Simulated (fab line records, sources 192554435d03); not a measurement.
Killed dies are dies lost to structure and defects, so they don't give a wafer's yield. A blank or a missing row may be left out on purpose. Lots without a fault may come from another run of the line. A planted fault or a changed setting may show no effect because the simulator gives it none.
Problem report in the 8D (eight disciplines) form, filled by code | flow n5_finfet | the parts of the form that need people (team, actions taken, sign-off) are left out

1. THE PROBLEM
COMB_M8 at N5_BEOL_M15_RC_MEAS_101 reads a mean of 9.3e-10 S/m on 1 wafer of 1 lot; wafers without a fault read 2.6e-11 S/m with a standard deviation of 4.6e-12. That is +99 or more standard deviations from the usual mean.
First seen on wafer L326.3, day 14 16:04, on prober-02. The record holds 20 wafers of 7 lots with a number at this step. Rule for "out", or "out of limits": more than 4 standard deviations from the usual mean. The other wafers with a number count as sound.

2. WHAT IT IS AND WHAT IT IS NOT
question                     | is                                          | is not
which readings at this step  | COMB_M8, COMB_M8_max_site, SERP_M8_max_site | COMB_M10, COMB_M11, COMB_M11_max_site, COMB_M12, COMB_M12_max_site, COMB_M13, COMB_M14, COMB_M15, COMB_M5, COMB_M6, COMB_M7, COMB_M9, SERP_M10, SERP_M10_max_site, SERP_M11, SERP_M12, SERP_M13, SERP_M13_max_site, SERP_M14, SERP_M14_max_site, SERP_M5, SERP_M5_max_site, SERP_M6, SERP_M7, SERP_M9, SERP_M9_max_site
which lots                   | L326                                        | L315, L320, L332, L334, L335, L338
which wafers of those lots   | L326.3                                      | L326.5
read on which gauges         | prober-02                                   | prober-01
when                         | from day 14 16:04                           | up to then (7 sound wafers); but 12 sound wafers of L332, L334, L335, L338 came after
where on the wafer (9 sites) | all sites                                   | -

3. SUSPECTS, AND WHAT RULES EACH OUT
Counting: a tool at a process step up to the reading stays a suspect if it ran every lot that is out. Sound lots after the first of them don't rule it out here, since some wafers of a struck lot are sound.
- the gauge at N5_BEOL_M15_RC_MEAS_101: ruled out. All the wafers that are out were read on prober-02, but those of them that N5_PASSIVATION_PROBE_49 has rows for are out there too, on other tools.
- rie_diel-02 at N5_BEOL_M8_VIA_ETCH_34 (etches SiCOH lowk in C4F6/O2, target depth 125.5 nm, time 50.5 s): kept. It ran the lot that is out, L326 (day 12 11:35); its last sound lot up to then is L320 (day 11 01:46).
- pvd_sputter-01 at N5_BEOL_M8_DEGAS_44 (time 60 s): kept. It ran the lot that is out, L326 (day 12 12:21); its last sound lot up to then is L320 (day 11 02:53).
- ald_metal-03 at N5_BEOL_M8_ALD_77 (deposits TaN, target thk 2 nm, pulse time 2 s, purge time 3 s): kept. It ran the lot that is out, L326 (day 12 12:28); its last sound lot up to then is L320 (day 11 02:59).
- pecvd-04 at N5_BEOL_M8_DEP_56 (deposits SiCN from 3MS/NH3, target thk 10 nm, time 17.5 s): kept. It ran the lot that is out, L326 (day 12 14:04); its last sound lot up to then is L320 (day 11 04:21).
- Within ald_metal-03 at N5_BEOL_M8_ALD_77: the wafers that are out ran in chamber 1; their sound lot-mates ran in chamber 3.
- Within pecvd-04 at N5_BEOL_M8_DEP_56: the wafers that are out ran in chamber 0; their sound lot-mates ran in chamber 2.
Left after counting: rie_diel-02 at N5_BEOL_M8_VIA_ETCH_34, pvd_sputter-01 at N5_BEOL_M8_DEGAS_44, ald_metal-03 at N5_BEOL_M8_ALD_77, pecvd-04 at N5_BEOL_M8_DEP_56.

4. THE CAUSE (what the simulator had put in)
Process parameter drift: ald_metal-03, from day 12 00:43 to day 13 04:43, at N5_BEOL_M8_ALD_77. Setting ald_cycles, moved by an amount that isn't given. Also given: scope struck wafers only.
Counting left 4 suspects, and this tool is among them.

5. THE CHAIN OF EFFECTS, in route order
Each row: a reading whose mean over the struck wafers that have a number lies more than 3 standard deviations from the usual. Only readings for which the record gives a usual standard deviation are gone through. hours: the time from each lot's start at the first step in this table that gives one to its start at this step, as a median over the lots. sigmas: the change in usual standard deviations.
hours | step                    | reading              | usual       | on struck wafers | change   | sigmas
0     | N5_BEOL_M15_RC_MEAS_101 | COMB_M8              | 2.6e-11 S/m | 9.3e-10          | +9.0e-10 | +99 or more
0     | N5_BEOL_M15_RC_MEAS_101 | COMB_M8_max_site     | 3.7e-11 S/m | 1.2e-09          | +1.2e-09 | +99 or more
0     | N5_BEOL_M15_RC_MEAS_101 | SERP_M8              | 13.7 ohm/um | 11.8             | -1.9     | -3.5
0     | N5_BEOL_M15_RC_MEAS_101 | SERP_M8_max_site     | 14.2 ohm/um | 11.9             | -2.3     | -4.3
14    | N5_PASSIVATION_PROBE_49 | defect_limited_yield | 91.4 %      | 82.5             | -8.9     | -6.8
14    | N5_PASSIVATION_PROBE_49 | killed_at_M4_up      | 14          | 131              | +117     | +21
14    | N5_PASSIVATION_PROBE_49 | killed_dies          | 101         | 207              | +106     | +7.1
14    | N5_PASSIVATION_PROBE_49 | sort_bin_4_leakage   | 0.00 %      | 10.25            | +10.25   | +99 or more
14    | N5_PASSIVATION_PROBE_49 | sort_n_pass          | 1079        | 973              | -106     | -7.1
14    | N5_PASSIVATION_PROBE_49 | sort_yield_pct       | 91.4 %      | 82.5             | -8.9     | -6.8
The process steps in it:
- N5_PASSIVATION_PROBE_49

6. WHAT WOULD HAVE CAUGHT IT SOONER
In this record the first reading out of limits at a measuring or inspecting step was taken at day 14 16:04, 63 hours after the fault began at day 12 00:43.
Of the tool readings at N5_BEOL_M8_ALD_77 for which the record gives a usual standard deviation, none was out on any struck wafer, so an alarm limit of 4 standard deviations on them would not have fired.
All the lots that are out (1) had begun N5_BEOL_M8_ALD_77 on ald_metal-03 by day 14 16:04. A hold on the tool at that time would have spared none of them.
